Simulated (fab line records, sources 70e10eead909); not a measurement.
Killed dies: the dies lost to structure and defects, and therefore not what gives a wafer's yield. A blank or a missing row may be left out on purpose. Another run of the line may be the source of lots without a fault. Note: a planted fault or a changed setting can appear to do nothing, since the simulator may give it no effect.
Matching of chambers    flow nand harc    rie diel-06 running NHARC_A_STAIRCASE_TRIM_16: 4 sister chambers
The step chemistry O2, time 211.2 s. 16 wafers are shown with their chamber, then 8 later ones without.

== WAFERS WITH THEIR CHAMBER ==
wafer   chamber  drypump motor current A (A)  showerhead plenum p Torr (Torr)  run length s (s)
L512.2  2        5.3                          3.60                             233.2
L512.4  0        6.1                          3.56                             232.3
L512.5  3        5.2                          3.51                             231.7
L517.1  3        5.2                          3.50                             231.9
L517.2  0        6.1                          3.56                             232.5
L517.6  2        5.3                          3.60                             233.3
L518.2  0        6.1                          3.55                             232.3
L518.3  2        5.2                          3.59                             233.2
L518.6  1        5.9                          3.46                             232.3
L519.1  3        5.2                          3.50                             231.6
L519.2  2        5.3                          3.59                             233.6
L519.4  1        5.8                          3.46                             231.7
L520.1  2        5.3                          3.59                             233.1
L520.3  1        5.9                          3.46                             231.9
L520.4  0        6.1                          3.55                             232.2
L521.2  2        5.3                          3.59                             233.3

SIGNATURES (means of the wafers above)
reading                   chamber 0  chamber 1  chamber 2  chamber 3  scatter within a chamber
drypump motor current A   6.100      5.867      5.283      5.200      0.0354
showerhead plenum p Torr  3.5550     3.4600     3.5933     3.5033     0.005
run length s              232.325    231.967    233.283    231.733    0.189
Rule: a wafer's distance from a chamber is the root of the sum, over the readings, of the square of ((its reading less the chamber's mean) divided by the reading's scatter). The wafer belongs to the nearest chamber; if the next one is less than 2 further off, it can't be placed. How the scatter is found: for the shown wafers, subtract from each reading the mean of its chamber, square and add these, divide the total by (wafers less chambers), then take the root.

== WAFERS WITH NO CHAMBER GIVEN ==
wafer   drypump motor current A (A)  showerhead plenum p Torr (Torr)  run length s (s)
L521.4  6.1                          3.54                             232.5
L521.6  5.2                          3.49                             232.0
L531.1  5.3                          3.57                             233.5
L531.2  6.1                          3.53                             232.7
L531.6  6.1                          3.53                             232.7
L533.2  6.1                          3.53                             232.1
L533.3  5.2                          3.48                             231.9
L533.5  5.3                          3.57                             233.5

== THE CHAMBER EACH PASSED THROUGH ==
wafer   from the rows above  in truth
L521.4  0                    0
L521.6  3                    3
L531.1  2                    2
L531.2  0                    0
L531.6  0                    0
L533.2  0                    0
L533.3  3                    3
L533.5  2                    2
8 of 8 placed correctly. Number that these rows cannot place: 0. 0 placed wrongly.
